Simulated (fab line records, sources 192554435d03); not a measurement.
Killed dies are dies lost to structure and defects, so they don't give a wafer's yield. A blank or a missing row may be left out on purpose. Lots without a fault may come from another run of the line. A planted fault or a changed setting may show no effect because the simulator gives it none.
A struck lot beside a sound one | flow n5_finfet | 17 steps out of a route of 1938
Sound: wafers L391.1, L391.2, L391.6. Struck: wafers L405.1, L405.5, L405.6. The cause comes at the end.
At each step with rows: each side's tool, then ch and its chambers, then its first start. Under that, the readings that differ: sound wafers | struck wafers | difference of the means | sigmas: that difference in standard deviations of wafers without a fault.
alike: readings whose means differ by less than 2 such deviations, and words and numbers that are the same on both sides. not compared: withheld readings, readings that some wafer has no value for, bounds like >300 that may hide the same value, and numbers for which the record gives no deviation and whose values overlap.
The two part at a step that has a row with sigmas, a row that says differs or no value, or rows on one side only. Numbers that don't overlap but have no deviation are shown without sigmas and don't part them. A reading that every wafer of one side lacks parts them only if that side has two wafers or more.

first, 1 step without rows for these wafers: N5_STI_FIN_REVEAL_SRD_21 (time 30 s).
N5_STI_FIN_REVEAL_OXIDATION_33: chemistry O2 PLASMA REMOTE, time 20 s.
  sound on plasma_asher-02 ch 0,1, day 4 01:49; struck on plasma_asher-02 ch 0,1, day 7 12:25
  alike: drypump_motor_current_A, heater_power_w, temp_c_max
  not compared: rf_hours_counter_h
then, 2 steps without rows for these wafers: N5_STI_FIN_REVEAL_CLEAN_19 (cleans in O3/DIW, time 120 s); N5_STI_FIN_REVEAL_SRD_23 (time 30 s).
N5_STI_FIN_REVEAL_CD_MEAS_22: target cd 6.238 nm, pitch 28 nm.
  sound on cd_sem-02, day 4 01:59; struck on cd_sem-02, day 7 12:35
  alike: cd_nm
N5_STI_FIN_REVEAL_FIN_H_MEAS_10:
  sound on ocd-01, day 4 02:01; struck on ocd-01, day 7 12:37
  reading              | sound          | struck         | difference | sigmas
  trench_depth_nm (nm) | 51.1 50.5 51.5 | 53.1 54.1 53.4 | +2.5       | +3
then, 2 steps without rows for these wafers: N5_STI_FIN_REVEAL_PRECLEAN_18 (cleans in SC2, time 45 s); N5_STI_FIN_REVEAL_SRD_28 (time 30 s).
N5_STI_FIN_REVEAL_INSPECT_13: inspects for defects (darkfield).
  sound on defect_inspect-02, day 4 02:06; struck on defect_inspect-02, day 7 12:43
  alike: raw_defect_count
then, 2 steps without rows for these wafers: N5_DUMMY_GATE_PRECLEAN_00 (cleans in O3/DIW, time 60 s); N5_DUMMY_GATE_SRD_01 (time 30 s).
N5_DUMMY_GATE_ALD_02: deposits SiO2, target thk 2 nm, pulse time 1 s.
  sound on ald_sin-01 ch 2,3, day 4 02:11; struck on ald_sin-02 ch 1,2,3, day 7 12:49
  alike: chamber_pressure_Torr, heater_power_outer_w, heater_power_w, precursor_pulse_height_rel
N5_DUMMY_GATE_CVD_03: deposits a-Si from SiH4, target thk 150 nm, time 8042 s.
  sound on lpcvd-02 ch 1/65,1/70,1/89, day 4 02:17; struck on lpcvd-01 ch 1/40,1/59,1/64, day 7 12:55
  reading                                     | sound                | struck               | difference | sigmas
  spike_tc_bottom_C (C)                       | 557 557 557          | 531 531 531          | -26        | -7
  spike_tc_centre_C (C)                       | 530.3 530.3 530.3    | 510.7 510.7 510.7    | -19.6      | -41
  spike_tc_lower_C (C)                        | 528.6 528.6 528.6    | 510.3 510.3 510.3    | -18.3      | -18
  spike_tc_top_C (C)                          | 551.1 551.1 551.1    | 535.2 535.2 535.2    | -15.9      | -9
  spike_tc_upper_C (C)                        | 530.9 530.9 530.9    | 509.6 509.6 509.6    | -21.3      | -22
  susceptor_temp_C (C)                        | 530.15 530.15 530.15 | 509.75 509.75 509.75 | -20.40     | -97
  model.a-Si_of_DUMMY_GATE_CVD_03.thk_nm (nm) | 150.6 151 151.6      | 83.2 82.8 82.6       | -68.2      |
  alike: zone_power_bottom_pct, zone_power_centre_pct
then, 2 steps without rows for these wafers: N5_DUMMY_GATE_PRECLEAN_46 (cleans in DIW, time 89.5 s); N5_DUMMY_GATE_SRD_47 (dry time 32 s).
N5_DUMMY_GATE_CMP_04: polishes a-Si.
  sound on cmp-01 ch 1,2, day 4 06:02; struck on cmp-02 ch 1,2, day 7 16:39
  reading                | sound          | struck      | difference | sigmas
  time_to_endpoint_s (s) | 16.6 16.0 18.3 | 0.7 0.6 2.2 | -15.8      | -7
  alike: motor_current_A, retaining_ring_pressure_frac, slurry_flow_ml_min
N5_BEOL_M4_RC_MEAS_101:
  the record has rows for the sound wafers here (prober-02 ch 0, day 10 21:08) and none for the struck ones

WHERE THEY PART
First at N5_STI_FIN_REVEAL_FIN_H_MEAS_10; last, within this record, at N5_BEOL_M4_RC_MEAS_101.

WHY: what the simulator had put in
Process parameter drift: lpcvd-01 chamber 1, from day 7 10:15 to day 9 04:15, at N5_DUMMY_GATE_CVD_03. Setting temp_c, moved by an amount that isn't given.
